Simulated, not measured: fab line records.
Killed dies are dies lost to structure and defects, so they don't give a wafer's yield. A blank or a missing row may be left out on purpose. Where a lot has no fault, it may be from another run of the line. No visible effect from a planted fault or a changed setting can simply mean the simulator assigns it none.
Check for tools in common ; flow nand harc ; Sample size 12 lots and 36 wafers

== WHY THIS WAS OPENED ==
At NHARC_P_M2_CD_MEAS_09 the reading cd nm is flagged on 4 of 12 lots. Wafers without a fault read 170.1 nm, standard deviation 0.85.
Rule: flag the lot when none of its wafers has a number, or when each of its wafers that has one lies beyond 4 standard deviations from that mean. As for the other lots, they are considered sound.

lot;measured;on;cd nm (nm), wafer by wafer;flag
L975;day 6 17:37;cd sem-01;170.0 169.1 170.4;
L977;day 7 06:10;cd sem-03;170.3 169.6 170.1;
L979;day 7 22:27;cd sem-03;168.4 169.2 169.1;
L986;day 11 01:54;cd sem-01;179.1 179.3 180.5;FLAGGED
L987;day 11 06:44;cd sem-02;170.8 171.8 171.2;
L988;day 11 16:06;cd sem-03;180.2 178.4 177.5;FLAGGED
L990;day 12 09:50;cd sem-03;169.3 168.1 169.7;
L989;day 12 10:59;cd sem-01;177.0 176.4 176.9;FLAGGED
L991;day 13 06:08;cd sem-03;169.5 170.4 171.0;
L992;day 13 13:16;cd sem-02;174.9 175.1 176.6;FLAGGED
L996;day 15 01:52;cd sem-03;169.7 171.6 170.2;
L998;day 16 07:07;cd sem-03;171.1 170.6 170.2;
On average the flagged lots' numbers are 177.7 nm, which is +7.6 nm against the usual, or +9 standard deviations.

== TOOL THAT RAN EACH LOT ==
Before the reading, the record contains 2 process steps out of a 1302-step route. Each cell gives the tool, then ch followed by the chambers the sampled wafers passed through, then the start.
lot;flag;NHARC_P_M1_ANNEAL_31;NHARC_P_M2_EXPOSE_06
L975;;rtp anneal-01 ch 0, day 6 15:32;arfi scanner-02 ch 0, day 6 17:28
L977;;rtp anneal-02 ch 0, day 7 04:03;arfi scanner-02 ch 0, day 7 06:01
L979;;rtp anneal-01 ch 0, day 7 20:21;arfi scanner-02 ch 0, day 7 22:19
L986;FLAGGED;rtp anneal-02 ch 0, day 10 23:55;arfi scanner-02 ch 0, day 11 01:46
L987;;rtp anneal-02 ch 0, day 11 04:35;arfi scanner-03 ch 0, day 11 06:36
L988;FLAGGED;rtp anneal-01 ch 0, day 11 13:53;arfi scanner-02 ch 0, day 11 15:58
L990;;rtp anneal-01 ch 0, day 12 07:41;arfi scanner-01 ch 0, day 12 09:42
L989;FLAGGED;rtp anneal-02 ch 0, day 12 08:52;arfi scanner-02 ch 0, day 12 10:50
L991;;rtp anneal-02 ch 0, day 13 03:55;arfi scanner-01 ch 0, day 13 05:59
L992;FLAGGED;rtp anneal-02 ch 0, day 13 11:02;arfi scanner-02 ch 0, day 13 13:07
L996;;rtp anneal-02 ch 0, day 14 23:39;arfi scanner-01 ch 0, day 15 01:44
L998;;rtp anneal-01 ch 0, day 16 05:04;arfi scanner-01 ch 0, day 16 06:58
What is done by these steps:
- NHARC_P_M1_ANNEAL_31: time 90 s.
- NHARC_P_M2_EXPOSE_06: exposes mask P M2, target cd 170 nm.
- NHARC_P_M2_CD_MEAS_09: target cd 170 nm.

== FLAGGED OVER TOTAL, TOOL BY TOOL (the gauges that took the reading come last) ==
step;tool;lots run;flagged;share of the flagged lots;sound lots run after its first flagged lot
NHARC_P_M1_ANNEAL_31;rtp anneal-01;5;1;some;2 (L990,L998)
NHARC_P_M1_ANNEAL_31;rtp anneal-02;7;3;some;3 (L987,L991,L996)
NHARC_P_M2_EXPOSE_06;arfi scanner-01;4;0;none;-
NHARC_P_M2_EXPOSE_06;arfi scanner-02;7;4;all;0
NHARC_P_M2_EXPOSE_06;arfi scanner-03;1;0;none;-
NHARC_P_M2_CD_MEAS_09;cd sem-01;3;2;some;0
NHARC_P_M2_CD_MEAS_09;cd sem-02;2;1;some;0
NHARC_P_M2_CD_MEAS_09;cd sem-03;7;1;some;4 (L990,L991,L996,L998)

== WHAT THE TABLE PERMITS ==
Rows of the table that ran each flagged lot: 1, that is arfi scanner-02 at NHARC_P_M2_EXPOSE_06.
- arfi scanner-02 at NHARC_P_M2_EXPOSE_06: 4 of its 7 lots flagged. Its last sound lot is L979 (day 7 22:19), its first flagged lot L986 (day 11 01:46): a fault that began between those two fits. Its own readings lie more than 4 standard deviations out on every wafer of the flagged lots: exposure dose mJ cm2.
What remains is a single tool, arfi scanner-02 at NHARC_P_M2_EXPOSE_06.

== WHAT HAD BEEN PUT IN BY THE SIMULATOR ==
Process parameter drift: arfi scanner-02, from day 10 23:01 on, at NHARC_P_M2_EXPOSE_06. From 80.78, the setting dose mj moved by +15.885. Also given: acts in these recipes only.
Lots struck among those shown: L986, L988, L989, L992. The rule above reached the same finding.
